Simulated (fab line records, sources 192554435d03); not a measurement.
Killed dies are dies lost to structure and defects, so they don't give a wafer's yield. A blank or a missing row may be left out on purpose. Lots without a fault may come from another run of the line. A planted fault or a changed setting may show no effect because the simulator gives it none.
Problem report in the 8D (eight disciplines) form, filled by code | flow n5_finfet | the parts of the form that need people (team, actions taken, sign-off) are left out

1. THE PROBLEM
sort_bin_5_function at N5_PASSIVATION_PROBE_49 reads a mean of 95.8 % on 2 wafers of 2 lots; wafers without a fault read 5.3 % with a standard deviation of 1. That is +90 standard deviations from the usual mean.
First seen on wafer L136.1, day 16 01:41, on prober-02. The record holds 6 wafers of 2 lots with a number at this step. Rule for "out", or "out of limits": more than 4 standard deviations from the usual mean. The other wafers with a number count as sound.

2. WHAT IT IS AND WHAT IT IS NOT
question                    | is                                                                                                                     | is not
which readings at this step | sort_bin_5_function, defect_limited_yield, killed_at_M0_to_M3, killed_dies, killed_on_rim, sort_n_pass, sort_yield_pct | killed_at_M4_up, killed_at_contacts, killed_at_front_end, killed_at_other, killed_open, killed_short
which lots                  | L135, L136                                                                                                             | -
which wafers of those lots  | L135.2, L136.1                                                                                                         | L135.1, L135.6, L136.4, L136.5
read on which tools         | prober-01, prober-02                                                                                                   | -
when                        | from day 16 01:41                                                                                                      | up to then (0 sound wafers); but 4 sound wafers of L135, L136 came after

3. SUSPECTS, AND WHAT RULES EACH OUT
Counting: a tool at a process step up to the reading stays a suspect if it ran every lot that is out. Sound lots after the first of them don't rule it out here, since some wafers of a struck lot are sound.
- pvd_sputter-01 at N5_BEOL_M0_SAQP_HM_DEP_02 (deposits TiN, target thk 12 nm): kept. It ran every lot that is out, first L136 (day 8 12:22).
Left after counting: pvd_sputter-01 at N5_BEOL_M0_SAQP_HM_DEP_02.

4. THE CAUSE (what the simulator had put in)
Process parameter drift: pvd_sputter-01, from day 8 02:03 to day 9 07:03, at N5_BEOL_M0_SAQP_HM_DEP_02. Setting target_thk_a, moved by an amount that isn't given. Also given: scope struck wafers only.
Counting left only this tool.

5. THE CHAIN OF EFFECTS, in route order
Each row: a reading whose mean over the struck wafers that have a number lies more than 3 standard deviations from the usual. Only readings for which the record gives a usual standard deviation are gone through. hours: the time from each lot's start at the first step in this table that gives one to its start at this step, as a median over the lots. sigmas: the change in usual standard deviations.
hours | step                    | reading              | usual  | on struck wafers | change | sigmas
0     | N5_PASSIVATION_PROBE_49 | defect_limited_yield | 91.0 % | 0.0              | -91.0  | -61
0     | N5_PASSIVATION_PROBE_49 | killed_at_M0_to_M3   | 37     | 1109             | +1072  | +89
0     | N5_PASSIVATION_PROBE_49 | killed_dies          | 106    | 1180             | +1074  | +63
0     | N5_PASSIVATION_PROBE_49 | killed_on_rim        | 13     | 152              | +139   | +33
0     | N5_PASSIVATION_PROBE_49 | sort_bin_5_function  | 5.3 %  | 95.8             | +90.5  | +90
0     | N5_PASSIVATION_PROBE_49 | sort_n_pass          | 1074   | 0                | -1074  | -63
0     | N5_PASSIVATION_PROBE_49 | sort_yield_pct       | 91.0 % | 0.0              | -91.0  | -61
The process steps in it:
- N5_PASSIVATION_PROBE_49

6. WHAT WOULD HAVE CAUGHT IT SOONER
In this record the first reading out of limits was taken at day 16 01:41, 192 hours after the fault began at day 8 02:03.
Of the tool readings at N5_BEOL_M0_SAQP_HM_DEP_02 for which the record gives a usual standard deviation, none was out on any struck wafer, so an alarm limit of 4 standard deviations on them would not have fired.
All the lots that are out (2) had begun N5_BEOL_M0_SAQP_HM_DEP_02 on pvd_sputter-01 by day 16 01:41. A hold on the tool at that time would have spared none of them.
